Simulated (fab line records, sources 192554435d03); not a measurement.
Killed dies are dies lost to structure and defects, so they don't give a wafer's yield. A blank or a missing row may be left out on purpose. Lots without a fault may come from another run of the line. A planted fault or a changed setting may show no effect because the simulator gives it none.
One fault seen from 3 desks | flow n5_finfet | each desk has only its own numbers; what lay behind them comes last

THE DEFECT DESK
What the inspections along the route counted, lot by lot: means of the sampled wafers that have a number. A lot is out of limits, marked OUT, if its mean lies more than 4 standard deviations from the usual mean; the brackets give that distance.
Columns: A = raw_defect_count at N5_FIN_SAQP_INSPECT_40, usual 222; B = raw_defect_count at N5_FIN_CUT_INSPECT_10, usual 42
lot  | first seen here | A              | B
L785 | day 2 03:23     | 233            | 37
L786 | day 2 10:48     | 266            | 47
L790 | day 3 08:25     | 198            | 34
L792 | day 3 21:26     | 326            | 53
L793 | day 4 02:54     | 136            | 33
L796 | day 4 20:37     | 245            | 47
L797 | day 5 06:56     | 234            | 45
L799 | day 5 13:53     | 727 (+7.9) OUT | 575 (+48) OUT
L800 | day 5 20:23     | 511 (+4.5) OUT | 320 (+25) OUT
This desk's finding: out of limits on L799, L800; first on L799, day 5 13:53 (raw_defect_count at N5_FIN_SAQP_INSPECT_40). In limits: L785, L786, L790, L792, L793, L796, L797.

THE METROLOGY DESK
What the gauges read, lot by lot, whatever tool the lot ran on: means of the sampled wafers that have a number. A lot is out of limits, marked OUT, if its mean lies more than 4 standard deviations from the usual mean; the brackets give that distance. Of its 10 readings 7 are shown: those that lie furthest out on some lot.
Columns: A = DIBL_P at N5_BEOL_M4_RC_MEAS_101, usual 36.5 mV/V; B = IOFF_P at N5_BEOL_M4_RC_MEAS_101, usual 0.221 nA/um; C = ION_N at N5_BEOL_M4_RC_MEAS_101, usual 678 uA/um; D = ION_P at N5_BEOL_M4_RC_MEAS_101, usual 466 uA/um; E = SS_N at N5_BEOL_M4_RC_MEAS_101, usual 71.6 mV/dec; F = SS_P at N5_BEOL_M4_RC_MEAS_101, usual 73.3 mV/dec; G = VT_P at N5_BEOL_M4_RC_MEAS_101, usual -249 mV
lot  | first seen here | A    | B     | C   | D   | E    | F    | G
L785 | day 8 15:49     | 35.2 | 0.210 | 676 | 462 | 71.7 | 73.3 | -251
L786 | day 10 11:47    | 38.4 | 0.249 | 679 | 473 | 71.7 | 73.4 | -247
L790 | day 11 11:25    | 37.5 | 0.248 | 681 | 472 | 72.2 | 73.7 | -245
L792 | day 11 14:50    | 37.6 | 0.182 | 676 | 458 | 71.6 | 73.2 | -254
L793 | day 11 17:20    | 35.9 | 0.203 | 677 | 462 | 71.4 | 73.1 | -251
L796 | day 12 23:46    | 36.0 | 0.194 | 683 | 457 | 71.8 | 73.4 | -253
L797 | day 13 02:02    | 37.0 | 0.258 | 675 | 463 | 72.3 | 73.2 | -245
L799 | day 13 03:07    | 36.1 | 0.218 | 670 | 461 | 71.6 | 73.3 | -249
L800 | day 14 00:28    | 35.1 | 0.183 | 671 | 461 | 71.6 | 72.8 | -252
This desk's finding: nothing out of limits on any of the 9 lots.

THE TOOL OWNER'S DESK: vapor_etch-02
The tool's own readings at N5_FIN_SAQP_RECESS_63 (chemistry HF/NH3, target SiO2, target depth 18 nm, afs cycles 3, sublimation time 60 s): means of the sampled wafers that have a number, for each lot that ran on this tool. A lot is out of limits, marked OUT, if its mean lies more than 4 standard deviations from the usual mean; the brackets give that distance.
Columns: A = drypump_motor_current_A at N5_FIN_SAQP_RECESS_63, usual 5.89 A
lot  | first seen here | A
L792 | day 3 19:23     | 5.96
L793 | day 4 00:45     | 5.87
L797 | day 5 02:59     | 5.76
L799 | day 5 11:59     | 5.86
L800 | day 5 18:29     | 5.77
This desk's finding: nothing out of limits on any of the 5 lots.

PUT TOGETHER
The defect desk could have raised an alarm at day 5 13:53, on L799, L800.
The metrology desk saw nothing out of limits.
The tool owner's desk saw nothing out of limits.
The metrology desk has L799, L800 on record, within its limits.
The tool owner's desk has L799, L800 on record, within its limits.
Of the lots named, all ran N5_FIN_SAQP_RECESS_63 on vapor_etch-02.

WHAT THE SIMULATOR HAD PUT IN
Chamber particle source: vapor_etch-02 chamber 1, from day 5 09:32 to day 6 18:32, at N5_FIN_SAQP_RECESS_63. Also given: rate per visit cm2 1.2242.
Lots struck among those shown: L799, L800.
Hours from the fault's start to each desk's first reading out of limits: the defect desk, 4.
